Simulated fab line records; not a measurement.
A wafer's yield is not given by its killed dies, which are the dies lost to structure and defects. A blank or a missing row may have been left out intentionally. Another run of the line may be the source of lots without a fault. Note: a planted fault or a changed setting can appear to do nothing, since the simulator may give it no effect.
fab line records / flow n5-finfet
[record] lots = 5 wafers = 15 last-day = 18
route steps=1938 shown MOL_CONTACT_COAG@572 BEOL_M4@1111 PASSIVATION@1936
lots untouched by any fault: they come from a run of this same line in which no faults occurred
start-h: hours from the record's first day to the start of the lot's first wafer shown / wait-h: how many hours have passed since the lot's step before this one / " repeats the value in the row above / L1.1+2: a single row standing in for several wafers / - value missing, or start not given / * or withheld: withheld / < > ~ a bound
route shown NAME@n: NAME is a module with steps in the file, n the number in the route of the first one / usual: mean/standard deviation of fault-free wafers / same: alike in all rows / chamber/n: place in a boat / sites: the reading at each site / _std_site: standard deviation across them / _edge_site: inner sites' mean taken away from outer sites' mean / radius-mm: how far each site lies from the wafer's centre / mask NAME#n: copy n / behind: the last tool/chamber to shape the wafer / hold: reason for holding the lot/hours on hold/outcome of the hold / device: the n, p or np transistor that did not switch / end of line: at the end of the route, the tests of the same wafers / for a step that has no rows: nothing shown but its recipe / killed: not the wafer's yield, but the dies lost to structure and defects at the first sort / map: shows each die of a wafer: x if killed, . if not, _ if none is there
set.NAME: the setting the step ran with; set.NAME@STEP: the setting that earlier step ran with / model.NAME: the simulator's own value behind a step, which no gauge read
certain route steps with their lots: each step a table, each wafer a row
services: when a tool's chamber went out of use (start-h, in hours from the record's first day, below 0 if earlier), for how many hours, and the reason
[[steps]]
[step N5_MOL_CONTACT_COAG_DEVELOP_83]
[recipe] develop-time-s = 30 developer = TMAH resist = CAR-EUV rinse-liquid = surfactant-rinse dry = air-spin dev-temp-c = 23
[step N5_MOL_CONTACT_COAG_DESCUM_88]
[recipe] chemistry = O2 time-s = 7 source-power-w = 50 bias-power-w = 20 pressure-mtorr = 20 rf-frequency-hz = 2.712e+07 temp-c = 40 resist = CAR-EUV o2-flow-sccm = 225
[step N5_MOL_CONTACT_COAG_ETCH_89]
[recipe] chemistry = N2/H2 target = underlayer target-depth-a = 130 mask-material = CAR-EUV time-s = 10.4 ion-energy-ev = 200 pressure-mtorr = 30 source-w = 840 bias-w = 150 n2-flow-sccm = 200 h2-flow-sccm = 200 ends = cleared
[step N5_MOL_CONTACT_COAG_ETCH_90]
[recipe] chemistry = CF4 target = SiARC target-depth-a = 130 mask-material = CAR-EUV time-s = 21.7 ion-energy-ev = 80 pressure-mtorr = 40 source-w = 545 bias-w = 36 Ar_flow_sccm = 100 cf4-flow-sccm = 100 ends = cleared
[step N5_MOL_CONTACT_COAG_ALD_131]
[recipe] material = SiO2 target-thk-a = 50 temp-c = 100 ald-precursor-family = BDEAS ald-co-reactant = O2-plasma pulse-time-s = 1 co-reactant-pulse-time-s = 1 purge-time-s = 2 co-reactant-purge-time-s = 2 ald-cycles = 35 pressure-torr = 2
[step N5_MOL_CONTACT_COAG_ETCHBACK_132]
[recipe] chemistry = CHF3 target = SiO2 target-depth-a = 100 time-s = 6.7 ion-energy-ev = 200 pressure-mtorr = 30 source-w = 610 bias-w = 170 Ar_flow_sccm = 200 CHF3_flow_sccm = 50
[step N5_MOL_CONTACT_COAG_ETCH_91]
[recipe] chemistry = N2/H2 target = SOC target-depth-a = 600 overetch-a = 210 mask-material = SiARC temp-c = 40 time-s = 101.2 ion-energy-ev = 200 pressure-mtorr = 30 source-w = 840 bias-w = 150 n2-flow-sccm = 200 h2-flow-sccm = 200
[step N5_MOL_CONTACT_COAG_STRIP_92]
[recipe] chemistry = N2/H2 temp-c = 40 n2-flow-sccm = 200 h2-flow-sccm = 200 rf-frequency-hz = 6e+07
[step N5_MOL_CONTACT_COAG_STRIP_93]
[recipe] chemistry = N2/H2 temp-c = 40 n2-flow-sccm = 200 h2-flow-sccm = 200 rf-frequency-hz = 6e+07
[step N5_MOL_CONTACT_COAG_ETCHBACK_135]
[recipe] chemistry = CHF3 target = SiO2 target-depth-a = 250 time-s = 16.7 ion-energy-ev = 200 pressure-mtorr = 30 source-w = 610 bias-w = 170 Ar_flow_sccm = 200 CHF3_flow_sccm = 50
[usual] CHF3_flow_sccm = 50.00/0.15 bias-w = 170.0/0.51 drypump-motor-current-A = 5.7/0.43 oes-product-au = 0.82/0.085 rf-vpp-V = 527/11 showerhead-plenum-p-Torr = 2.40/0.078 throttle-valve-pct = 18.58/0.2
lot.wafer=L758.1 tool=rie-diel-04 chamber=1 start-h=115.71 wait-h=0.0 CHF3_flow_sccm=50.07 bias-w=169.7 drypump-motor-current-A=5.4 oes-product-au=0.95 rf-hours-counter-h=14 rf-vpp-V=533 showerhead-plenum-p-Torr=2.43 throttle-valve-pct=18.46 model.SiARC_of_MOL_CONTACT_COAG_COAT_76.thk-nm=0 model.SOC_of_MOL_CONTACT_COAG_COAT_75.thk-nm=57.4
lot.wafer=L758.4 tool=rie-diel-04 chamber=2 start-h=115.71 wait-h=0.0 CHF3_flow_sccm=50.04 bias-w=169.8 drypump-motor-current-A=5.8 oes-product-au=0.71 rf-hours-counter-h=219 rf-vpp-V=527 showerhead-plenum-p-Torr=2.35 throttle-valve-pct=18.84 model.SiARC_of_MOL_CONTACT_COAG_COAT_76.thk-nm=0 model.SOC_of_MOL_CONTACT_COAG_COAT_75.thk-nm=57.6
lot.wafer=L758.5 tool=rie-diel-04 chamber=0 start-h=115.71 wait-h=0.0 CHF3_flow_sccm=50.10 bias-w=169.7 drypump-motor-current-A=5.2 oes-product-au=0.67 rf-hours-counter-h=- rf-vpp-V=544 showerhead-plenum-p-Torr=2.34 throttle-valve-pct=18.51 model.SiARC_of_MOL_CONTACT_COAG_COAT_76.thk-nm=0 model.SOC_of_MOL_CONTACT_COAG_COAT_75.thk-nm=57.6
lot.wafer=L763.3 tool=rie-diel-05 chamber=2 start-h=146.89 wait-h=0.0 CHF3_flow_sccm=49.97 bias-w=169.7 drypump-motor-current-A=6.5 oes-product-au=0.69 rf-hours-counter-h=230 rf-vpp-V=516 showerhead-plenum-p-Torr=2.46 throttle-valve-pct=19.10 model.SiARC_of_MOL_CONTACT_COAG_COAT_76.thk-nm=0 model.SOC_of_MOL_CONTACT_COAG_COAT_75.thk-nm=57.6
lot.wafer=L763.5 tool=rie-diel-05 chamber=2 start-h=146.89 wait-h=0.0 CHF3_flow_sccm=50.17 bias-w=169.9 drypump-motor-current-A=6.5 oes-product-au=0.70 rf-hours-counter-h=- rf-vpp-V=516 showerhead-plenum-p-Torr=2.46 throttle-valve-pct=19.08 model.SiARC_of_MOL_CONTACT_COAG_COAT_76.thk-nm=0 model.SOC_of_MOL_CONTACT_COAG_COAT_75.thk-nm=57.8
lot.wafer=L763.6 tool=rie-diel-05 chamber=1 start-h=146.89 wait-h=0.0 CHF3_flow_sccm=49.85 bias-w=169.1 drypump-motor-current-A=5.6 oes-product-au=0.87 rf-hours-counter-h=- rf-vpp-V=524 showerhead-plenum-p-Torr=2.32 throttle-valve-pct=18.66 model.SiARC_of_MOL_CONTACT_COAG_COAT_76.thk-nm=0 model.SOC_of_MOL_CONTACT_COAG_COAT_75.thk-nm=57.4
lot.wafer=L773.4 tool=rie-diel-04 chamber=1 start-h=221.66 wait-h=0.0 CHF3_flow_sccm=- bias-w=- drypump-motor-current-A=- oes-product-au=- rf-hours-counter-h=- rf-vpp-V=- showerhead-plenum-p-Torr=- throttle-valve-pct=- model.SiARC_of_MOL_CONTACT_COAG_COAT_76.thk-nm=5.8 model.SOC_of_MOL_CONTACT_COAG_COAT_75.thk-nm=60.4
lot.wafer=L773.5 tool=rie-diel-04 chamber=0 start-h=221.66 wait-h=0.0 CHF3_flow_sccm=- bias-w=- drypump-motor-current-A=- oes-product-au=- rf-hours-counter-h=- rf-vpp-V=- showerhead-plenum-p-Torr=- throttle-valve-pct=- model.SiARC_of_MOL_CONTACT_COAG_COAT_76.thk-nm=5.8 model.SOC_of_MOL_CONTACT_COAG_COAT_75.thk-nm=60
lot.wafer=L773.6 tool=rie-diel-04 chamber=3 start-h=221.66 wait-h=0.0 CHF3_flow_sccm=- bias-w=- drypump-motor-current-A=- oes-product-au=- rf-hours-counter-h=- rf-vpp-V=- showerhead-plenum-p-Torr=- throttle-valve-pct=- model.SiARC_of_MOL_CONTACT_COAG_COAT_76.thk-nm=6 model.SOC_of_MOL_CONTACT_COAG_COAT_75.thk-nm=60.2
lot.wafer=L775.1 tool=rie-diel-02 chamber=0 start-h=223.94 wait-h=0.0 CHF3_flow_sccm=- bias-w=- drypump-motor-current-A=- oes-product-au=- rf-hours-counter-h=- rf-vpp-V=- showerhead-plenum-p-Torr=- throttle-valve-pct=- model.SiARC_of_MOL_CONTACT_COAG_COAT_76.thk-nm=5.8 model.SOC_of_MOL_CONTACT_COAG_COAT_75.thk-nm=60
lot.wafer=L775.2 tool=rie-diel-02 chamber=2 start-h=223.94 wait-h=0.0 CHF3_flow_sccm=- bias-w=- drypump-motor-current-A=- oes-product-au=- rf-hours-counter-h=- rf-vpp-V=- showerhead-plenum-p-Torr=- throttle-valve-pct=- model.SiARC_of_MOL_CONTACT_COAG_COAT_76.thk-nm=6 model.SOC_of_MOL_CONTACT_COAG_COAT_75.thk-nm=59.8
lot.wafer=L775.4 tool=rie-diel-02 chamber=3 start-h=223.94 wait-h=0.0 CHF3_flow_sccm=- bias-w=- drypump-motor-current-A=- oes-product-au=- rf-hours-counter-h=- rf-vpp-V=- showerhead-plenum-p-Torr=- throttle-valve-pct=- model.SiARC_of_MOL_CONTACT_COAG_COAT_76.thk-nm=5.6 model.SOC_of_MOL_CONTACT_COAG_COAT_75.thk-nm=59.8
lot.wafer=L776.2 tool=rie-diel-02 chamber=2 start-h=228.00 wait-h=0.0 CHF3_flow_sccm=- bias-w=- drypump-motor-current-A=- oes-product-au=- rf-hours-counter-h=- rf-vpp-V=- showerhead-plenum-p-Torr=- throttle-valve-pct=- model.SiARC_of_MOL_CONTACT_COAG_COAT_76.thk-nm=6 model.SOC_of_MOL_CONTACT_COAG_COAT_75.thk-nm=60
lot.wafer=L776.4 tool=rie-diel-02 chamber=0 start-h=228.00 wait-h=0.0 CHF3_flow_sccm=- bias-w=- drypump-motor-current-A=- oes-product-au=- rf-hours-counter-h=- rf-vpp-V=- showerhead-plenum-p-Torr=- throttle-valve-pct=- model.SiARC_of_MOL_CONTACT_COAG_COAT_76.thk-nm=5.8 model.SOC_of_MOL_CONTACT_COAG_COAT_75.thk-nm=60
lot.wafer=L776.5 tool=rie-diel-02 chamber=0 start-h=228.00 wait-h=0.0 CHF3_flow_sccm=- bias-w=- drypump-motor-current-A=- oes-product-au=- rf-hours-counter-h=- rf-vpp-V=- showerhead-plenum-p-Torr=- throttle-valve-pct=- model.SiARC_of_MOL_CONTACT_COAG_COAT_76.thk-nm=5.8 model.SOC_of_MOL_CONTACT_COAG_COAT_75.thk-nm=60
[step N5_MOL_CONTACT_COAG_STRIP_118]
[recipe] chemistry = CHF3 resist = SiARC rf-frequency-hz = 6e+07
[step N5_MOL_CONTACT_COAG_VIA_ETCH_46]
[recipe] chemistry = C4F6/O2 target-depth-a = 460 overetch-a = 92 mask-material = SOC target = SiO2 bias-w = 455 pressure-mtorr = 10 time-s = 40 source-w = 325 Ar_flow_sccm = 300 C4F6_flow_sccm = 10 O2_flow_sccm = 10 ion-energy-ev = 575.3 ends = end-point
[usual] drypump-motor-current-A = 5.8/0.43 oes_o_777_au = 0.81/0.083 oes-product-au = 0.73/0.073 rf-vpp-V = 1595/31 showerhead-plenum-p-Torr = 2.86/0.093 throttle-valve-pct = 40.66/0.28
lot.wafer=L758.1 tool=rie-diel-04 chamber=1 start-h=115.74 wait-h=0.0 drypump-motor-current-A=5.4 oes_o_777_au=0.92 oes-product-au=0.82 rf-hours-counter-h=14 rf-vpp-V=1608 showerhead-plenum-p-Torr=2.89 throttle-valve-pct=40.58 model.SOC_of_MOL_CONTACT_COAG_COAT_75.thk-nm=50.4
lot.wafer=L758.4 tool=rie-diel-04 chamber=2 start-h=115.74 wait-h=0.0 drypump-motor-current-A=5.8 oes_o_777_au=0.71 oes-product-au=0.63 rf-hours-counter-h=219 rf-vpp-V=1594 showerhead-plenum-p-Torr=2.80 throttle-valve-pct=40.81 model.SOC_of_MOL_CONTACT_COAG_COAT_75.thk-nm=50.8
lot.wafer=L758.5 tool=rie-diel-04 chamber=0 start-h=115.74 wait-h=0.0 drypump-motor-current-A=5.2 oes_o_777_au=0.64 oes-product-au=0.61 rf-hours-counter-h=- rf-vpp-V=1637 showerhead-plenum-p-Torr=2.79 throttle-valve-pct=40.33 model.SOC_of_MOL_CONTACT_COAG_COAT_75.thk-nm=50.8
lot.wafer=L763.3 tool=rie-diel-05 chamber=2 start-h=146.92 wait-h=0.0 drypump-motor-current-A=6.5 oes_o_777_au=0.69 oes-product-au=0.63 rf-hours-counter-h=230 rf-vpp-V=1565 showerhead-plenum-p-Torr=2.93 throttle-valve-pct=40.99 model.SOC_of_MOL_CONTACT_COAG_COAT_75.thk-nm=51
lot.wafer=L763.5 tool=rie-diel-05 chamber=2 start-h=146.92 wait-h=0.0 drypump-motor-current-A=6.6 oes_o_777_au=0.69 oes-product-au=0.63 rf-hours-counter-h=- rf-vpp-V=1564 showerhead-plenum-p-Torr=2.93 throttle-valve-pct=41.00 model.SOC_of_MOL_CONTACT_COAG_COAT_75.thk-nm=51.2
lot.wafer=L763.6 tool=rie-diel-05 chamber=1 start-h=146.92 wait-h=0.0 drypump-motor-current-A=5.6 oes_o_777_au=0.88 oes-product-au=0.79 rf-hours-counter-h=- rf-vpp-V=1583 showerhead-plenum-p-Torr=2.77 throttle-valve-pct=41.01 model.SOC_of_MOL_CONTACT_COAG_COAT_75.thk-nm=50.6
lot.wafer=L773.4 tool=rie-diel-04 chamber=1 start-h=221.71 wait-h=0.0 drypump-motor-current-A=5.3 oes_o_777_au=0.86 oes-product-au=0.78 rf-hours-counter-h=- rf-vpp-V=1606 showerhead-plenum-p-Torr=2.88 throttle-valve-pct=40.62 model.SOC_of_MOL_CONTACT_COAG_COAT_75.thk-nm=53.4
lot.wafer=L773.5 tool=rie-diel-04 chamber=0 start-h=221.71 wait-h=0.0 drypump-motor-current-A=5.3 oes_o_777_au=0.87 oes-product-au=0.82 rf-hours-counter-h=- rf-vpp-V=1637 showerhead-plenum-p-Torr=2.78 throttle-valve-pct=40.37 model.SOC_of_MOL_CONTACT_COAG_COAT_75.thk-nm=53.4
lot.wafer=L773.6 tool=rie-diel-04 chamber=3 start-h=221.71 wait-h=0.0 drypump-motor-current-A=6.5 oes_o_777_au=0.71 oes-product-au=0.64 rf-hours-counter-h=- rf-vpp-V=1596 showerhead-plenum-p-Torr=2.90 throttle-valve-pct=41.07 model.SOC_of_MOL_CONTACT_COAG_COAT_75.thk-nm=53.6
lot.wafer=L775.1 tool=rie-diel-02 chamber=0 start-h=223.97 wait-h=0.0 drypump-motor-current-A=5.8 oes_o_777_au=0.71 oes-product-au=0.64 rf-hours-counter-h=207 rf-vpp-V=1632 showerhead-plenum-p-Torr=2.70 throttle-valve-pct=40.61 model.SOC_of_MOL_CONTACT_COAG_COAT_75.thk-nm=53.6
lot.wafer=L775.2 tool=rie-diel-02 chamber=2 start-h=223.97 wait-h=0.0 drypump-motor-current-A=6.2 oes_o_777_au=0.83 oes-product-au=0.70 rf-hours-counter-h=94 rf-vpp-V=1542 showerhead-plenum-p-Torr=2.95 throttle-valve-pct=40.39 model.SOC_of_MOL_CONTACT_COAG_COAT_75.thk-nm=53.4
lot.wafer=L775.4 tool=rie-diel-02 chamber=3 start-h=223.97 wait-h=0.0 drypump-motor-current-A=5.7 oes_o_777_au=0.85 oes-product-au=0.78 rf-hours-counter-h=31 rf-vpp-V=1640 showerhead-plenum-p-Torr=2.89 throttle-valve-pct=40.75 model.SOC_of_MOL_CONTACT_COAG_COAT_75.thk-nm=53.2
lot.wafer=L776.2 tool=rie-diel-02 chamber=2 start-h=228.04 wait-h=0.0 drypump-motor-current-A=6.2 oes_o_777_au=0.83 oes-product-au=0.71 rf-hours-counter-h=95 rf-vpp-V=1543 showerhead-plenum-p-Torr=2.96 throttle-valve-pct=40.40 model.SOC_of_MOL_CONTACT_COAG_COAT_75.thk-nm=53.6
lot.wafer=L776.4 tool=rie-diel-02 chamber=0 start-h=228.04 wait-h=0.0 drypump-motor-current-A=5.8 oes_o_777_au=0.71 oes-product-au=0.65 rf-hours-counter-h=208 rf-vpp-V=1631 showerhead-plenum-p-Torr=2.70 throttle-valve-pct=40.62 model.SOC_of_MOL_CONTACT_COAG_COAT_75.thk-nm=53.4
lot.wafer=L776.5 tool=rie-diel-02 chamber=0 start-h=228.04 wait-h=0.0 drypump-motor-current-A=5.8 oes_o_777_au=0.70 oes-product-au=0.65 rf-hours-counter-h=- rf-vpp-V=1632 showerhead-plenum-p-Torr=2.70 throttle-valve-pct=40.63 model.SOC_of_MOL_CONTACT_COAG_COAT_75.thk-nm=53.4
[step N5_MOL_CONTACT_COAG_STRIP_96]
[recipe] chemistry = N2/H2 power-w = 500 temp-c = 40 pressure-mtorr = 50 rf-frequency-hz = 6e+07 overash-fraction = 0.3 bias-power-w = 28 h2-frac = 0.5 n2-flow-sccm = 300 h2-flow-sccm = 300
[step N5_BEOL_M4_RC_MEAS_101]
[usual] DIBL_N = 36.2/1.6 DIBL_P = 36.5/1.9 IOFF_N = 0.158/0.027 IOFF_P = 0.21/0.038 ION_N = 675/12 ION_P = 464/8.9 SS_N = 71.5/0.61 SS_P = 73.4/0.59 VT_N = 250.4/3 VT_P = -250/3.6
lot.wafer=L758.1 tool=prober-01 chamber=0 start-h=185.47 wait-h=0.0 DIBL_N[mV/V]=39.7 DIBL_P[mV/V]=40.1 IOFF_N[nA/um]=0.220 IOFF_P[nA/um]=0.28 ION_N[uA/um]=676 ION_P[uA/um]=464 SS_N[mV/dec]=72.3 SS_P[mV/dec]=73.8 VT_N[mV]=245.9 VT_P[mV]=-250
lot.wafer=L758.4 tool=prober-01 chamber=0 start-h=185.47 wait-h=0.0 DIBL_N[mV/V]=35.2 DIBL_P[mV/V]=35.6 IOFF_N[nA/um]=0.125 IOFF_P[nA/um]=0.19 ION_N[uA/um]=649 ION_P[uA/um]=455 SS_N[mV/dec]=71.6 SS_P[mV/dec]=73.3 VT_N[mV]=255.6 VT_P[mV]=-252
lot.wafer=L758.5 tool=prober-01 chamber=0 start-h=185.47 wait-h=0.0 DIBL_N[mV/V]=37.3 DIBL_P[mV/V]=38.5 IOFF_N[nA/um]=0.171 IOFF_P[nA/um]=0.24 ION_N[uA/um]=670 ION_P[uA/um]=461 SS_N[mV/dec]=71.8 SS_P[mV/dec]=73.8 VT_N[mV]=247.8 VT_P[mV]=-251
lot.wafer=L763.3 tool=prober-01 chamber=0 start-h=212.85 wait-h=0.3 DIBL_N[mV/V]=36.4 DIBL_P[mV/V]=34.1 IOFF_N[nA/um]=0.138 IOFF_P[nA/um]=0.15 ION_N[uA/um]=662 ION_P[uA/um]=449 SS_N[mV/dec]=71.5 SS_P[mV/dec]=73.1 VT_N[mV]=253.4 VT_P[mV]=-258
lot.wafer=L763.5 tool=prober-01 chamber=0 start-h=212.85 wait-h=0.3 DIBL_N[mV/V]=34.5 DIBL_P[mV/V]=33.1 IOFF_N[nA/um]=0.119 IOFF_P[nA/um]=0.14 ION_N[uA/um]=654 ION_P[uA/um]=447 SS_N[mV/dec]=70.9 SS_P[mV/dec]=73.1 VT_N[mV]=253.1 VT_P[mV]=-257
lot.wafer=L763.6 tool=prober-01 chamber=0 start-h=212.85 wait-h=0.3 DIBL_N[mV/V]=36.6 DIBL_P[mV/V]=35.9 IOFF_N[nA/um]=0.148 IOFF_P[nA/um]=0.18 ION_N[uA/um]=676 ION_P[uA/um]=458 SS_N[mV/dec]=71.7 SS_P[mV/dec]=73.3 VT_N[mV]=249.8 VT_P[mV]=-255
lot.wafer=L773.4 tool=prober-01 chamber=0 start-h=281.71 wait-h=0.5 DIBL_N[mV/V]=37.5 DIBL_P[mV/V]=38.3 IOFF_N[nA/um]=0.174 IOFF_P[nA/um]=0.26 ION_N[uA/um]=692 ION_P[uA/um]=475 SS_N[mV/dec]=71.1 SS_P[mV/dec]=74.4 VT_N[mV]=245.8 VT_P[mV]=-245
lot.wafer=L773.5 tool=prober-01 chamber=0 start-h=281.71 wait-h=0.5 DIBL_N[mV/V]=37.9 DIBL_P[mV/V]=38.2 IOFF_N[nA/um]=0.169 IOFF_P[nA/um]=0.25 ION_N[uA/um]=690 ION_P[uA/um]=481 SS_N[mV/dec]=71.9 SS_P[mV/dec]=73.6 VT_N[mV]=249.3 VT_P[mV]=-247
lot.wafer=L773.6 tool=prober-01 chamber=0 start-h=281.71 wait-h=0.5 DIBL_N[mV/V]=35.0 DIBL_P[mV/V]=35.0 IOFF_N[nA/um]=0.132 IOFF_P[nA/um]=0.20 ION_N[uA/um]=672 ION_P[uA/um]=461 SS_N[mV/dec]=71.0 SS_P[mV/dec]=72.5 VT_N[mV]=254.3 VT_P[mV]=-248
lot.wafer=L776.2 tool=prober-02 chamber=0 start-h=302.73 wait-h=0.2 DIBL_N[mV/V]=36.4 DIBL_P[mV/V]=36.0 IOFF_N[nA/um]=0.164 IOFF_P[nA/um]=0.18 ION_N[uA/um]=670 ION_P[uA/um]=446 SS_N[mV/dec]=71.3 SS_P[mV/dec]=72.3 VT_N[mV]=248.3 VT_P[mV]=-250
lot.wafer=L776.4 tool=prober-02 chamber=0 start-h=302.73 wait-h=0.2 DIBL_N[mV/V]=36.4 DIBL_P[mV/V]=36.8 IOFF_N[nA/um]=0.172 IOFF_P[nA/um]=0.21 ION_N[uA/um]=681 ION_P[uA/um]=463 SS_N[mV/dec]=71.4 SS_P[mV/dec]=72.8 VT_N[mV]=247.4 VT_P[mV]=-251
lot.wafer=L776.5 tool=prober-02 chamber=0 start-h=302.73 wait-h=0.2 DIBL_N[mV/V]=35.2 DIBL_P[mV/V]=35.0 IOFF_N[nA/um]=0.146 IOFF_P[nA/um]=0.17 ION_N[uA/um]=661 ION_P[uA/um]=454 SS_N[mV/dec]=71.2 SS_P[mV/dec]=72.1 VT_N[mV]=250.7 VT_P[mV]=-253
lot.wafer=L775.1 tool=prober-02 chamber=0 start-h=307.55 wait-h=0.0 DIBL_N[mV/V]=37.6 DIBL_P[mV/V]=35.6 IOFF_N[nA/um]=0.169 IOFF_P[nA/um]=0.23 ION_N[uA/um]=663 ION_P[uA/um]=456 SS_N[mV/dec]=72.5 SS_P[mV/dec]=73.1 VT_N[mV]=251.5 VT_P[mV]=-248
lot.wafer=L775.2 tool=prober-02 chamber=0 start-h=307.55 wait-h=0.0 DIBL_N[mV/V]=36.5 DIBL_P[mV/V]=35.5 IOFF_N[nA/um]=0.159 IOFF_P[nA/um]=0.23 ION_N[uA/um]=674 ION_P[uA/um]=470 SS_N[mV/dec]=72.1 SS_P[mV/dec]=73.5 VT_N[mV]=249.0 VT_P[mV]=-246
lot.wafer=L775.4 tool=prober-02 chamber=0 start-h=307.55 wait-h=0.0 DIBL_N[mV/V]=37.8 DIBL_P[mV/V]=36.5 IOFF_N[nA/um]=0.174 IOFF_P[nA/um]=0.24 ION_N[uA/um]=675 ION_P[uA/um]=461 SS_N[mV/dec]=72.2 SS_P[mV/dec]=73.8 VT_N[mV]=248.9 VT_P[mV]=-249
[step N5_PASSIVATION_PROBE_49]
[usual] defect-limited-yield = 91.3/1.7 killed_at_M0_to_M3 = 33/11 killed_at_M4_up = 14/5.5 killed-at-contacts = 13/6.5 killed-at-front-end = 39/13 killed-at-other = 3.4/2.9 killed-dies = 103/20 killed-open = 69/15 killed-short = 32/8.1 sort_bin_5_function = 5.1/1.1 sort_bin_6_memory = 3.3/0.74 sort-n-pass = 1077/20 sort-yield-pct = 91.3/1.7
[same] gross-dies = 1180 killed-at-back-side = 0 sort_bin_4_leakage[%] = 0 sort_bin_8_speed[%] = 0
lot.wafer=L763.3 tool=prober-02 chamber=- start-h=331.87 wait-h=0.1 defect-limited-yield[%]=92.2 killed_at_M0_to_M3=26 killed_at_M4_up=15 killed-at-contacts=5 killed-at-front-end=45 killed-at-other=1 killed-dies=92 killed-open=64 killed-short=22 sort_bin_5_function[%]=4.4 sort_bin_6_memory[%]=3.1 sort-n-pass=1088 sort-yield-pct[%]=92.2
lot.wafer=L763.5 tool=prober-02 chamber=- start-h=331.97 wait-h=0.2 defect-limited-yield[%]=91.2 killed_at_M0_to_M3=25 killed_at_M4_up=24 killed-at-contacts=9 killed-at-front-end=45 killed-at-other=1 killed-dies=104 killed-open=67 killed-short=36 sort_bin_5_function[%]=4.7 sort_bin_6_memory[%]=3.7 sort-n-pass=1076 sort-yield-pct[%]=91.2
lot.wafer=L763.6 tool=prober-02 chamber=- start-h=332.02 wait-h=0.3 defect-limited-yield[%]=92.0 killed_at_M0_to_M3=25 killed_at_M4_up=20 killed-at-contacts=17 killed-at-front-end=32 killed-at-other=0 killed-dies=94 killed-open=59 killed-short=35 sort_bin_5_function[%]=5.1 sort_bin_6_memory[%]=2.5 sort-n-pass=1086 sort-yield-pct[%]=92.0
// killed by level:class
L763.3 STI_FIN_REVEAL:geometric-particle:open=13 FIN_SAQP:geometric-particle:open=8 BEOL_M4:geometric-particle:open=8 BEOL_M1:geometric-particle:open=6 MOL_CONTACT_COAG:geometric-particle:open=5 BEOL_M3:geometric-particle:open=5 STARTING-WAFER:geometric-particle:open=5 BEOL_M0_SAQP:geometric-particle:open=4
L763.5 BEOL_M4:geometric-particle:open=14 STI_FIN_REVEAL:geometric-particle:open=8 FIN_SAQP:geometric-particle:open=7 MOL_CONTACT_COAG:geometric-particle:open=6 BEOL_M1:geometric-particle:short=6 BEOL_M0_SAQP:geometric-particle:open=5 BEOL_M1:geometric-particle:open=5 STARTING-WAFER:geometric-particle:short=5
L763.6 MOL_CONTACT_COAG:geometric-particle:open=13 BEOL_M4:geometric-particle:open=9 FIN_SAQP:geometric-particle:open=5 STI_FIN_REVEAL:geometric-particle:open=5 BEOL_M5:geometric-particle:open=5 FIN_SAQP:geometric-particle:short=4 MOL_CONTACT_COAG:geometric-particle:short=4 BEOL_M0_SAQP:geometric-particle:short=4
[[services]]
tool=rie-diel-02 chamber=- start-h=93.56 hours=0.3 kind=repair
tool=rie-diel-02 chamber=3 start-h=113.81 hours=- kind=clean
tool=rie-diel-02 chamber=3 start-h=113.81 hours=- kind=consumable-replace:focus-ring
tool=rie-diel-04 chamber=0 start-h=163.15 hours=- kind=clean
tool=rie-diel-04 chamber=0 start-h=163.15 hours=- kind=consumable-replace:focus-ring
tool=rie-diel-04 chamber=0 start-h=163.15 hours=21.2 kind=scheduled-down
tool=rie-diel-04 chamber=0 start-h=163.15 hours=21.2 kind=vent-cycle
tool=rie-diel-04 chamber=2 start-h=165.46 hours=6.9 kind=repair
tool=rie-diel-05 chamber=2 start-h=206.62 hours=- kind=clean
tool=rie-diel-05 chamber=2 start-h=206.62 hours=- kind=consumable-replace:focus-ring
tool=rie-diel-05 chamber=2 start-h=206.62 hours=23.4 kind=scheduled-down
tool=rie-diel-05 chamber=2 start-h=206.62 hours=23.4 kind=vent-cycle
tool=rie-diel-04 chamber=0 start-h=212.51 hours=4.9 kind=repair
tool=rie-diel-04 chamber=2 start-h=214.43 hours=1.4 kind=repair
tool=rie-diel-04 chamber=2 start-h=217.64 hours=- kind=clean
tool=rie-diel-04 chamber=2 start-h=217.64 hours=- kind=consumable-replace:focus-ring
[[key]]
[first-sign] step = N5_MOL_CONTACT_COAG_ETCHBACK_135 reading = tool-record direction = missing
effect none on later readings
[model-effect] step = N5_MOL_CONTACT_COAG_ETCHBACK_135 value = SiARC_of_MOL_CONTACT_COAG_COAT_76.thk-nm without = 0 struck = 5.844
[model-effect] step = N5_MOL_CONTACT_COAG_VIA_ETCH_46 value = SOC_of_MOL_CONTACT_COAG_COAT_75.thk-nm without = 50.84 struck = 53.44
met-at N5_MOL_CONTACT_COAG_ETCHBACK_135
struck-wafers L773.4,L773.5,L773.6,L775.1,L775.2,L775.4,L776.2,L776.4,L776.5
onset-between 115.71 221.66
[fault] kind = skipped-step-whole tool = rie-diel-02,rie-diel-04 chamber = - onset-h = 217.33 steps = N5_MOL_CONTACT_COAG_ETCHBACK_135 scope = struck-lots-only
